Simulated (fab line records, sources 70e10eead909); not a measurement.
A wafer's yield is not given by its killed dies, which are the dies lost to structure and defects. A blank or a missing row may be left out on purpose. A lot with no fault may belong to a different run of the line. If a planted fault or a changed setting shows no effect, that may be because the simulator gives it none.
fab line records + flow nand-harc + part 2 of 2: steps 4 to 6 of 6
record:
- lots: 21
- wafers: 63
- last-day: 24
route steps=1159 shown A_STAIRCASE@616
lots untouched by any fault: they come from a run of this same line in which no faults occurred
start-h: start of the lot's first displayed wafer, in hours after the record's first day + wait-h: how many hours have passed since the lot's step before this one + " unchanged from the row above + L1.1+2: a single row standing in for several wafers + - either no value or no given start + * or withheld: withheld + < > ~ a bound
route shown NAME@n: a module of which the file shows steps, and the number in the route of the first + usual: mean/standard deviation of fault-free wafers + same: alike in all rows + chamber/n: place in a boat + sites: readings site by site + _std_site: standard deviation of those values + _edge_site: inner sites' mean taken away from outer sites' mean + radius-mm: how far each site lies from the wafer's centre + mask NAME#n: copy n + behind: the most recent tool/chamber to have shaped the wafer + hold: cause of the lot's hold/its duration in hours/its outcome + device: which transistor (n, p or np) failed to switch + end of line: at the end of the route, the tests of the same wafers + a step with no rows: only its recipe + killed: at the first sort, the dies lost to defects and structure; wafer yield is something else + map: dies across one wafer; x = killed, . = not, _ = none there
set.NAME: setting as actually run; set.NAME@STEP: the setting as run at that earlier step + model.NAME: the simulator's own value behind a step, which no gauge read
steps of the route over a sample of lots; a table a step, a row a wafer
services: the hour from which a tool's chamber was out of use, counted from the record's first day as start-h (under 0 if before that day), plus the number of hours and why
== steps ==
step: NHARC_A_STAIRCASE_ETCH_452
recipe:
- target-depth-a: 300
- overetch-a: 30
- time-s: 16.5
- ion-energy-ev: 100
- cf4-flow-sccm: 80
- o2-flow-sccm: 20
- ar-flow-sccm: 0
- rf-w: 300
- bias-w: 100
- chemistry: CF4/O2
usual:
- cf4-flow-sccm: 80.00/0.26
- drypump-motor-current-A: 6.1/0.44
- mfc-ar-sccm: 0.005/0.0085
- oes-product-au: 1.000/0.0088
- rf-fwd-power-W: 293.5/1.2
- rf-vpp-V: 197.0/1
- showerhead-plenum-p-Torr: 1.29/0.037
- throttle-valve-pct: 13.397/0.0094
| lot.wafer | tool        | chamber | start-h | wait-h | cf4-flow-sccm | drypump-motor-current-A | mfc-ar-sccm | oes-product-au | rf-fwd-power-W | rf-hours-counter-h | rf-vpp-V | showerhead-plenum-p-Torr | throttle-valve-pct |
|-----------|-------------|---------|---------|--------|---------------|-------------------------|-------------|----------------|----------------|--------------------|----------|--------------------------|--------------------|
| L076.2    | rie-diel-09 | 2       | -       | -      | 79.77         | 6.5                     | 0           | 0.988          | 292.7          | 0                  | 197.2    | 1.27                     | 13.385             |
| L076.4    | "           | 0       | "       | "      | 80.22         | 5.6                     | 0           | 0.995          | 293.1          | 1                  | 198.4    | 1.35                     | 13.392             |
| L076.6    | "           | 1       | "       | "      | 79.66         | 6.2                     | 0           | 1.006          | 294.4          | -                  | 198.0    | 1.29                     | 13.411             |
| L077.2    | rie-diel-10 | 0       | -       | -      | 79.81         | 5.7                     | 0.014       | 1.000          | 296.2          | 23                 | 197.4    | 1.29                     | 13.409             |
| L077.3    | "           | 1       | "       | "      | 79.44         | 5.4                     | 0.016       | 0.996          | 294.6          | 31                 | 198.1    | 1.40                     | 13.411             |
| L077.5    | "           | 0       | "       | "      | 79.85         | 5.7                     | 0.014       | 0.997          | 295.9          | -                  | 197.3    | 1.29                     | 13.400             |
| L078.1    | rie-diel-09 | 0       | -       | -      | 79.74         | 5.6                     | 0           | 0.992          | 292.7          | 1                  | 198.7    | 1.35                     | 13.387             |
| L078.6    | "           | 2       | "       | "      | 80.14         | 6.5                     | 0           | 0.983          | 293.7          | -                  | 196.8    | 1.27                     | 13.399             |
| L078.5    | "           | 3       | "       | "      | 80.10         | 6.6                     | 0           | 1.017          | 293.2          | -                  | 196.6    | 1.26                     | 13.397             |
| L079.1    | rie-diel-09 | 0       | -       | -      | 80.27         | 5.7                     | 0           | 1.000          | 292.6          | 11                 | 195.8    | 1.35                     | 13.404             |
| L079.2    | "           | 1       | "       | "      | 80.04         | 6.2                     | 0           | 0.999          | 293.9          | 10                 | 195.5    | 1.28                     | 13.397             |
| L079.4    | "           | 3       | "       | "      | 80.31         | 6.6                     | 0           | 1.017          | 293.5          | 10                 | 196.4    | 1.26                     | 13.401             |
| L080.1    | rie-diel-13 | 2       | -       | -      | 80.27         | 5.8                     | 0.027       | 0.992          | 292.9          | 5                  | 196.0    | 1.27                     | 13.406             |
| L080.2    | "           | 3       | "       | "      | 79.67         | 6.2                     | 0           | 1.002          | 294.9          | 6                  | 196.7    | 1.31                     | 13.393             |
| L080.5    | "           | 1       | "       | "      | 80.32         | 6.6                     | 0           | 1.001          | 292.4          | -                  | 197.6    | 1.32                     | 13.383             |
| L081.4    | rie-diel-13 | 1       | -       | -      | 80.06         | 6.6                     | 0           | 1.008          | 292.3          | 7                  | 198.4    | 1.32                     | 13.383             |
| L081.1    | "           | 2       | "       | "      | 80.24         | 5.8                     | 0.027       | 0.991          | 293.4          | 7                  | 195.9    | 1.27                     | 13.403             |
| L081.6    | "           | 1       | "       | "      | 80.16         | 6.6                     | 0           | 1.000          | 293.6          | -                  | 198.3    | 1.32                     | 13.397             |
| L082.4    | rie-diel-09 | 0       | -       | -      | 80.05         | 5.6                     | 0           | 0.997          | 291.3          | 15                 | 198.1    | 1.34                     | 13.401             |
| L082.1    | "           | 1       | "       | "      | 79.77         | 6.2                     | 0           | 1.012          | 294.0          | 14                 | 197.7    | 1.28                     | 13.392             |
| L082.6    | "           | 2       | "       | "      | 79.85         | 6.5                     | 0           | 0.999          | 292.8          | -                  | 195.5    | 1.26                     | 13.408             |
| L083.1    | rie-diel-09 | 1       | -       | -      | 79.70         | 6.2                     | 0           | 1.002          | 294.6          | 15                 | 196.8    | 1.28                     | 13.402             |
| L083.2    | "           | 3       | "       | "      | 79.73         | 6.6                     | 0           | 0.995          | 291.3          | 16                 | 195.5    | 1.26                     | 13.393             |
| L083.5    | "           | 2       | "       | "      | 80.32         | 6.5                     | 0           | 0.991          | 291.3          | -                  | 197.7    | 1.26                     | 13.400             |
| L084.3    | rie-diel-10 | 2       | -       | -      | 79.46         | 5.0                     | 0.017       | 0.994          | 291.7          | 49                 | 197.4    | 1.28                     | 13.403             |
| L084.2    | "           | 0       | "       | "      | 79.95         | 5.7                     | 0.014       | 0.994          | 295.6          | 39                 | 197.3    | 1.28                     | 13.390             |
| L084.5    | "           | 1       | "       | "      | 80.09         | 5.3                     | 0.016       | 0.999          | 293.1          | -                  | 198.7    | 1.40                     | 13.411             |
| L086.3    | rie-diel-13 | 3       | -       | -      | 80.29         | 6.2                     | 0           | 0.993          | 292.0          | 18                 | 197.1    | 1.31                     | 13.385             |
| L086.1    | "           | 1       | "       | "      | 80.10         | 6.6                     | 0           | 1.005          | 292.7          | 16                 | 197.6    | 1.31                     | 13.391             |
| L086.6    | "           | 0       | "       | "      | 80.18         | 5.7                     | 0.014       | 1.011          | 295.3          | -                  | 197.0    | 1.33                     | 13.391             |
| L085.1    | rie-diel-09 | 0       | -       | -      | 79.69         | 5.6                     | 0           | 0.988          | 291.6          | 26                 | 197.6    | 1.34                     | 13.405             |
| L085.6    | "           | 1       | "       | "      | 79.90         | 6.2                     | 0           | 1.001          | 292.9          | -                  | 196.5    | 1.28                     | 13.410             |
| L085.5    | "           | 2       | "       | "      | 80.02         | 6.5                     | 0           | 0.990          | 293.8          | -                  | 196.2    | 1.26                     | 13.402             |
| L089.2    | rie-diel-09 | 1       | -       | -      | 79.77         | 6.2                     | 0           | 1.009          | 294.1          | 26                 | 197.0    | 1.28                     | 13.382             |
| L089.1    | "           | 0       | "       | "      | 80.19         | 5.6                     | 0           | 0.996          | 292.1          | 27                 | 195.9    | 1.34                     | 13.390             |
| L089.5    | "           | 2       | "       | "      | 80.08         | 6.5                     | 0           | 1.006          | 294.2          | -                  | 196.3    | 1.26                     | 13.385             |
| L088.1    | rie-diel-09 | 0       | -       | -      | 80.12         | 5.6                     | 0           | 0.992          | 291.7          | 27                 | 198.0    | 1.34                     | 13.397             |
| L088.4    | "           | 2       | "       | "      | 79.74         | 6.5                     | 0           | 1.000          | 293.2          | 28                 | 196.5    | 1.26                     | 13.382             |
| L088.2    | "           | 3       | "       | "      | 80.62         | 6.6                     | 0           | 1.007          | 295.0          | 29                 | 196.8    | 1.26                     | 13.403             |
| L090.1    | rie-diel-09 | 2       | -       | -      | 80.28         | 6.5                     | 0           | 0.998          | 293.5          | 30                 | 197.2    | 1.26                     | 13.397             |
| L090.3    | "           | 0       | "       | "      | 79.87         | 5.6                     | 0           | 0.989          | 293.3          | 29                 | 198.6    | 1.34                     | 13.393             |
| L090.6    | "           | 1       | "       | "      | 79.86         | 6.2                     | 0           | 0.993          | 294.5          | -                  | 196.5    | 1.28                     | 13.407             |
| L092.1    | rie-diel-09 | 2       | -       | -      | 79.84         | 6.5                     | 0           | 0.995          | 293.3          | 40                 | 195.6    | 1.26                     | 13.415             |
| L092.2    | "           | 0       | "       | "      | 79.65         | 5.6                     | 0           | 0.985          | 292.2          | 38                 | 198.4    | 1.34                     | 13.390             |
| L092.4    | "           | 1       | "       | "      | 80.28         | 6.2                     | 0           | 1.014          | 296.7          | 37                 | 197.6    | 1.28                     | 13.388             |
| L094.4    | rie-diel-09 | 0       | -       | -      | 80.00         | 5.6                     | 0           | 0.995          | 291.5          | 39                 | 197.1    | 1.34                     | 13.418             |
| L094.3    | "           | 1       | "       | "      | 79.71         | 6.2                     | 0           | 1.010          | 293.7          | 38                 | 197.2    | 1.28                     | 13.403             |
| L094.1    | "           | 3       | "       | "      | 80.21         | 6.6                     | 0           | 0.999          | 293.0          | 42                 | 196.6    | 1.25                     | 13.396             |
| L093.4    | rie-diel-09 | 0       | -       | -      | 79.72         | 5.6                     | 0           | 0.988          | 293.0          | 40                 | 196.7    | 1.34                     | 13.401             |
| L093.3    | "           | 2       | "       | "      | 79.82         | 6.5                     | 0           | 0.993          | 293.1          | 42                 | 197.1    | 1.26                     | 13.416             |
| L093.1    | "           | 3       | "       | "      | 79.70         | 6.6                     | 0           | 1.002          | 293.5          | 43                 | 196.0    | 1.25                     | 13.413             |
| L091.1    | rie-diel-09 | 0       | -       | -      | 79.83         | 5.6                     | 0           | 0.986          | 292.4          | 41                 | 197.8    | 1.34                     | 13.399             |
| L091.6    | "           | 1       | "       | "      | 80.19         | 6.2                     | 0           | 1.010          | 293.2          | -                  | 196.1    | 1.28                     | 13.411             |
| L091.5    | "           | 2       | "       | "      | 80.12         | 6.5                     | 0           | 0.992          | 293.8          | -                  | 196.1    | 1.26                     | 13.392             |
| L096.4    | rie-diel-10 | 1       | -       | -      | 80.23         | 5.4                     | 0.016       | 0.991          | 293.6          | 4                  | 198.6    | 1.39                     | 13.394             |
| L096.2    | "           | 2       | "       | "      | 80.26         | 5.1                     | 0.017       | 1.001          | 291.7          | 4                  | 198.6    | 1.28                     | 13.402             |
| L096.6    | "           | 3       | "       | "      | 80.03         | 5.8                     | 0           | 0.995          | 294.2          | -                  | 196.7    | 1.32                     | 13.400             |
| L095.1    | rie-diel-13 | 3       | -       | -      | 80.02         | 6.2                     | 0           | 1.002          | 294.7          | 35                 | 196.4    | 1.30                     | 13.390             |
| L095.3    | "           | 0       | "       | "      | 79.65         | 5.7                     | 0.014       | 0.994          | 295.2          | 36                 | 198.3    | 1.33                     | 13.381             |
| L095.2    | "           | 1       | "       | "      | 79.86         | 6.6                     | 0           | 0.992          | 293.4          | 35                 | 196.4    | 1.31                     | 13.393             |
| L097.1    | rie-diel-13 | 0       | -       | -      | 79.92         | 5.7                     | 0.014       | 0.997          | 295.2          | 44                 | 198.1    | 1.33                     | 13.392             |
| L097.3    | "           | 3       | "       | "      | 80.50         | 6.2                     | 0           | 1.006          | 294.3          | 43                 | 197.1    | 1.30                     | 13.403             |
| L097.5    | "           | 1       | "       | "      | 80.44         | 6.6                     | 0           | 1.018          | 291.6          | -                  | 197.1    | 1.31                     | 13.394             |
step: NHARC_A_STAIRCASE_ETCH_294
recipe:
- target-depth-a: 49920
- time-s: 1212.4
- ion-energy-ev: 800
- c4f8-flow-sccm: 80
- o2-flow-sccm: 60
- ar-flow-sccm: withheld
- rf-w: 600
- bias-w: 3000
- chemistry: C4F8/O2/Ar
usual:
- oes-product-au: 0.934/0.012
- rf-fwd-power-W: 599.8/1.7
- rf-vpp-V: 1819/7.2
| lot.wafer | tool        | chamber | start-h | wait-h | oes-product-au | rf-fwd-power-W | rf-hours-counter-h | rf-vpp-V |
|-----------|-------------|---------|---------|--------|----------------|----------------|--------------------|----------|
| L076.2    | rie-diel-09 | 2       | -       | -      | 0.936          | 596.9          | 1                  | 1813     |
| L076.4    | "           | 0       | "       | "      | 0.943          | 600.1          | 1                  | 1829     |
| L076.6    | "           | 2       | "       | "      | 0.940          | 597.5          | -                  | 1814     |
| L077.2    | rie-diel-10 | 2       | -       | -      | 0.914          | 597.8          | 33                 | 1818     |
| L077.3    | "           | 1       | "       | "      | 0.928          | 602.1          | 31                 | 1840     |
| L077.5    | "           | 2       | "       | "      | 0.911          | 596.8          | -                  | 1818     |
| L078.1    | rie-diel-09 | 1       | -       | -      | 0.933          | 600.1          | 2                  | 1817     |
| L078.6    | "           | 3       | "       | "      | 0.937          | 600.4          | -                  | 1813     |
| L078.5    | "           | 0       | "       | "      | 0.929          | 598.5          | -                  | 1830     |
| L079.1    | rie-diel-09 | 1       | -       | -      | 0.933          | 597.9          | 10                 | 1816     |
| L079.4    | "           | 2       | "       | "      | 0.932          | 598.7          | 9                  | 1813     |
| L079.2    | "           | 3       | "       | "      | 0.955          | 598.8          | 10                 | 1812     |
| L080.2    | rie-diel-13 | 0       | -       | -      | 0.945          | 599.7          | 6                  | 1827     |
| L080.1    | "           | 2       | "       | "      | 0.945          | 598.7          | 6                  | 1814     |
| L080.5    | "           | 1       | "       | "      | 0.939          | 600.8          | -                  | 1824     |
| L081.4    | rie-diel-13 | 2       | -       | -      | 0.935          | 600.0          | 7                  | 1815     |
| L081.1    | "           | 3       | "       | "      | 0.935          | 600.4          | 8                  | 1823     |
| L081.6    | "           | 1       | "       | "      | 0.940          | 599.6          | -                  | 1823     |
| L082.4    | rie-diel-09 | 0       | -       | -      | 0.938          | 601.1          | 15                 | 1828     |
| L082.1    | "           | 1       | "       | "      | 0.945          | 599.1          | 15                 | 1818     |
| L082.6    | "           | 3       | "       | "      | 0.961          | 601.6          | -                  | 1813     |
| L083.1    | rie-diel-09 | 0       | -       | -      | 0.917          | 596.0          | 16                 | 1831     |
| L083.2    | "           | 3       | "       | "      | 0.933          | 597.7          | 16                 | 1814     |
| L083.5    | "           | 1       | "       | "      | 0.947          | 597.5          | -                  | 1818     |
| L084.3    | rie-diel-10 | 2       | -       | -      | 0.930          | 602.5          | 49                 | 1818     |
| L084.2    | "           | 3       | "       | "      | 0.944          | 597.3          | 51                 | 1825     |
| L084.5    | "           | 1       | "       | "      | 0.947          | 596.7          | -                  | 1837     |
| L086.1    | rie-diel-13 | 0       | -       | -      | 0.944          | 600.1          | 16                 | 1827     |
| L086.3    | "           | 1       | "       | "      | 0.947          | 599.3          | 16                 | 1823     |
| L086.6    | "           | 2       | "       | "      | 0.953          | 599.8          | -                  | 1815     |
| L085.1    | rie-diel-09 | 2       | -       | -      | 0.930          | 597.8          | 26                 | 1812     |
| L085.5    | "           | 2       | "       | "      | 0.945          | 600.6          | -                  | 1814     |
| L085.6    | "           | 3       | "       | "      | 0.941          | 599.2          | -                  | 1812     |
| L089.2    | rie-diel-09 | 2       | -       | -      | 0.925          | 600.0          | 28                 | 1813     |
| L089.1    | "           | 1       | "       | "      | 0.923          | 601.0          | 26                 | 1816     |
| L089.5    | "           | 2       | "       | "      | 0.920          | 600.2          | -                  | 1813     |
| L088.1    | rie-diel-09 | 3       | -       | -      | 0.926          | 598.7          | 29                 | 1812     |
| L088.4    | "           | 0       | "       | "      | 0.918          | 601.0          | 27                 | 1828     |
| L088.2    | "           | 1       | "       | "      | 0.930          | 600.1          | 27                 | 1816     |
| L090.1    | rie-diel-09 | 1       | -       | -      | 0.936          | 597.0          | 29                 | 1816     |
| L090.3    | "           | 3       | "       | "      | 0.932          | 601.8          | 31                 | 1812     |
| L090.6    | "           | 2       | "       | "      | 0.918          | 599.0          | -                  | 1813     |
| L092.4    | rie-diel-09 | 0       | -       | -      | 0.908          | 600.3          | 38                 | 1827     |
| L092.1    | "           | 1       | "       | "      | 0.926          | 603.0          | 37                 | 1815     |
| L092.2    | "           | 2       | "       | "      | 0.908          | 597.4          | 40                 | 1813     |
| L094.4    | rie-diel-09 | 2       | -       | -      | 0.919          | 601.2          | 41                 | 1813     |
| L094.1    | "           | 3       | "       | "      | 0.924          | 601.6          | 42                 | 1811     |
| L094.3    | "           | 0       | "       | "      | 0.915          | 593.1          | 39                 | 1829     |
| L093.4    | rie-diel-09 | 0       | -       | -      | 0.914          | 600.3          | 40                 | 1828     |
| L093.1    | "           | 2       | "       | "      | 0.951          | 598.3          | 42                 | 1812     |
| L093.3    | "           | 3       | "       | "      | 0.944          | 599.9          | 43                 | 1813     |
| L091.1    | rie-diel-09 | 0       | -       | -      | 0.931          | 599.8          | 41                 | 1828     |
| L091.5    | "           | 1       | "       | "      | 0.957          | 598.5          | -                  | 1816     |
| L091.6    | "           | 2       | "       | "      | 0.941          | 595.9          | -                  | 1812     |
| L096.2    | rie-diel-10 | 1       | -       | -      | 0.936          | 598.6          | 4                  | 1839     |
| L096.4    | "           | 0       | "       | "      | 0.935          | 596.7          | 4                  | 1816     |
| L096.6    | "           | 1       | "       | "      | 0.941          | 601.3          | -                  | 1837     |
| L095.2    | rie-diel-13 | 1       | -       | -      | 0.934          | 600.0          | 35                 | 1822     |
| L095.1    | "           | 3       | "       | "      | 0.910          | 600.4          | 35                 | 1822     |
| L095.3    | "           | 0       | "       | "      | 0.918          | 602.3          | 36                 | 1825     |
| L097.1    | rie-diel-13 | 0       | -       | -      | 0.935          | 602.6          | 44                 | 1826     |
| L097.3    | "           | 2       | "       | "      | 0.944          | 602.9          | 42                 | 1812     |
| L097.5    | "           | 1       | "       | "      | 0.964          | 600.2          | -                  | 1822     |
step: NHARC_A_STAIRCASE_HM_DEP_462
recipe:
- target-thk-a: 8000
- temp-c: 400
- material: aC
usual:
- throttle-valve-pct: 34.999/0.0088
| lot.wafer | tool       | chamber | start-h | wait-h | throttle-valve-pct |
|-----------|------------|---------|---------|--------|--------------------|
| L076.2    | acl-dep-02 | 0       | 269.92  | 0.4    | 34.995             |
| L076.4    | "          | 0       | "       | "      | 35.025             |
| L076.6    | "          | 0       | "       | "      | 34.997             |
| L078.1    | acl-dep-02 | 0       | 271.45  | 0.1    | 35.005             |
| L078.5    | "          | 0       | 272.67  | 1.3    | 34.991             |
| L078.6    | "          | 0       | "       | "      | 34.999             |
| L077.2    | acl-dep-01 | 0       | 271.48  | 1.5    | 35.001             |
| L077.3    | "          | 0       | "       | "      | 34.982             |
| L077.5    | "          | 0       | "       | "      | 34.999             |
| L079.1    | acl-dep-02 | 0       | 298.14  | 2.8    | 34.991             |
| L079.2    | "          | 0       | "       | "      | 35.004             |
| L079.4    | "          | 0       | "       | "      | 35.013             |
| L080.1    | acl-dep-02 | 0       | 305.25  | 4.7    | 34.983             |
| L080.2    | "          | 0       | "       | "      | 34.992             |
| L080.5    | "          | 0       | "       | "      | 34.983             |
| L081.1    | acl-dep-03 | 0       | 309.37  | 2.8    | 34.987             |
| L081.4    | "          | 0       | "       | "      | 34.983             |
| L081.6    | "          | 0       | "       | "      | 35.003             |
| L082.1    | acl-dep-02 | 0       | 310.81  | 3.6    | 34.989             |
| L082.4    | "          | 0       | "       | "      | 34.991             |
| L082.6    | "          | 0       | "       | "      | 35.000             |
| L083.1    | acl-dep-02 | 0       | 312.64  | 3.5    | 35.004             |
| L083.2    | "          | 0       | "       | "      | 34.983             |
| L083.5    | "          | 0       | "       | "      | 35.001             |
| L084.2    | acl-dep-02 | 0       | 316.97  | 3.1    | 34.996             |
| L084.3    | "          | 0       | "       | "      | 35.020             |
| L084.5    | "          | 0       | "       | "      | 35.000             |
| L086.1    | acl-dep-03 | 0       | 333.71  | 0.1    | 34.994             |
| L086.3    | "          | 0       | "       | "      | 35.003             |
| L086.6    | "          | 0       | "       | "      | 34.990             |
| L085.1    | acl-dep-03 | 0       | 337.43  | 2.1    | 35.003             |
| L085.5    | "          | 0       | 338.67  | 3.3    | 34.988             |
| L085.6    | "          | 0       | "       | "      | 35.005             |
| L089.1    | acl-dep-01 | 0       | 339.30  | 0.1    | 35.005             |
| L089.2    | "          | 0       | "       | "      | 34.997             |
| L089.5    | "          | 0       | "       | "      | 35.018             |
| L088.1    | acl-dep-03 | 0       | 342.83  | 1.1    | 34.990             |
| L088.2    | "          | 0       | "       | "      | 35.004             |
| L088.4    | "          | 0       | "       | "      | 34.992             |
| L090.1    | acl-dep-01 | 0       | 347.30  | 0.1    | 34.991             |
| L090.3    | "          | 0       | "       | "      | 34.983             |
| L090.6    | "          | 0       | "       | "      | 35.003             |
| L092.1    | acl-dep-02 | 0       | 364.57  | 1.3    | 34.995             |
| L092.2    | "          | 0       | "       | "      | 34.994             |
| L092.4    | "          | 0       | "       | "      | 35.003             |
| L094.1    | acl-dep-03 | 0       | 366.20  | 1.8    | 34.985             |
| L094.3    | "          | 0       | "       | "      | 35.019             |
| L094.4    | "          | 0       | "       | "      | 34.998             |
| L093.1    | acl-dep-02 | 0       | 370.32  | 2.3    | 34.986             |
| L093.3    | "          | 0       | "       | "      | 34.995             |
| L093.4    | "          | 0       | "       | "      | 35.015             |
| L091.1    | acl-dep-03 | 0       | 372.12  | 2.3    | 35.009             |
| L091.5    | "          | 0       | 373.36  | 3.6    | 35.007             |
| L091.6    | "          | 0       | "       | "      | 35.001             |
| L096.2    | acl-dep-03 | 0       | 380.67  | 0.9    | 35.006             |
| L096.4    | "          | 0       | "       | "      | 35.008             |
| L096.6    | "          | 0       | "       | "      | 35.005             |
| L095.1    | acl-dep-01 | 0       | 382.08  | 0.1    | 34.996             |
| L095.2    | "          | 0       | "       | "      | 34.998             |
| L095.3    | "          | 0       | "       | "      | 35.004             |
| L097.1    | acl-dep-02 | 0       | 400.55  | 1.6    | 35.001             |
| L097.3    | "          | 0       | "       | "      | 35.011             |
| L097.5    | "          | 0       | "       | "      | 34.999             |
== services ==
| tool        | chamber | start-h | hours | kind       |
|-------------|---------|---------|-------|------------|
| rie-diel-10 | 0       | 236.55  | 13.4  | repair     |
| rie-diel-09 | -       | 254.16  | 9.0   | pm         |
| rie-diel-09 | 0       | 254.16  | 9.0   | vent-cycle |
| rie-diel-09 | 1       | 254.16  | 9.0   | vent-cycle |
| rie-diel-09 | 2       | 254.16  | 9.0   | vent-cycle |
| rie-diel-09 | 3       | 254.16  | 9.0   | vent-cycle |
| rie-diel-09 | 0       | 263.16  | -     | clean      |
| rie-diel-09 | 1       | 263.16  | -     | clean      |
| rie-diel-09 | 2       | 263.16  | -     | clean      |
| rie-diel-09 | 3       | 263.16  | -     | clean      |
| rie-diel-13 | 3       | 272.41  | 8.6   | repair     |
| rie-diel-13 | -       | 276.04  | 9.0   | pm         |
| rie-diel-09 | 0       | 287.66  | -     | clean      |
| rie-diel-09 | 1       | 287.66  | -     | clean      |
| rie-diel-09 | 2       | 287.66  | -     | clean      |
| acl-dep-01  | -       | 293.69  | 13.0  | pm         |
| rie-diel-13 | 2       | 305.68  | 4.4   | repair     |
| acl-dep-02  | -       | 346.93  | 4.6   | repair     |
| acl-dep-02  | -       | 351.57  | 13.0  | pm         |
| rie-diel-10 | -       | 354.16  | 9.0   | pm         |
| rie-diel-13 | -       | 375.21  | 2.7   | repair     |
| rie-diel-13 | 2       | 381.87  | 3.8   | repair     |
| rie-diel-10 | 1       | 387.50  | 7.1   | repair     |
| rie-diel-10 | 3       | 401.02  | 1.2   | repair     |
